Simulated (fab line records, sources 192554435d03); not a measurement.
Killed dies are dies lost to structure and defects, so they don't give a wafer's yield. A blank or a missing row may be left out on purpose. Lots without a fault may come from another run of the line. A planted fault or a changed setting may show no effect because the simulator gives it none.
Chamber matching | flow n5_finfet | N5_BEOL_M0_SAQP_CUT_ETCH_46 on rie_diel-05: 4 sister chambers
The step etches SOC in N2/H2, target depth 135 nm, overetch 27 nm, time 202.5 s. 8 wafers are shown with their chamber, then 7 later ones without.

WAFERS WITH THEIR CHAMBER
wafer  | chamber | drypump_motor_current_A (A) | showerhead_plenum_p_Torr (Torr)
L074.6 | 2       | 6.2                         | 2.50
L079.3 | 2       | 6.2                         | 2.50
L079.5 | 3       | 6.4                         | 2.54
L080.3 | 0       | 5.8                         | 2.51
L080.5 | 1       | 5.4                         | 2.59
L080.6 | 0       | 5.8                         | 2.51
L089.2 | 3       | 6.4                         | 2.53
L089.4 | 1       | 5.3                         | 2.59

WAFERS WITHOUT THEIR CHAMBER
wafer  | drypump_motor_current_A (A) | showerhead_plenum_p_Torr (Torr)
L089.5 | 5.8                         | 2.50
L090.1 | 5.8                         | 2.50
L090.4 | 5.4                         | 2.59
L090.5 | 5.4                         | 2.59
L097.4 | 6.2                         | 2.49
L097.5 | 5.8                         | 2.50
L097.6 | 5.4                         | 2.58

WHICH CHAMBER EACH WENT THROUGH
wafer  | from the rows above | in truth
L089.5 | 0                   | 0
L090.1 | 0                   | 0
L090.4 | 1                   | 1
L090.5 | 1                   | 1
L097.4 | 2                   | 2
L097.5 | 0                   | 0
L097.6 | 1                   | 1
Placed correctly: 7 of 7. Can't be placed from these rows: 0. Placed wrongly: 0.
How it was worked out, from the rows above alone: a wafer's distance from a chamber is the root of the sum, over the readings, of the square of ((its reading less the chamber's mean) divided by the reading's scatter). The wafer belongs to the nearest chamber; if the next one is less than 2 further off, it can't be placed. A chamber's mean is the mean of its shown wafers. The scatter: the root of (the sum of the squares of (reading less its chamber's mean) over the shown wafers, divided by (wafers less chambers)).
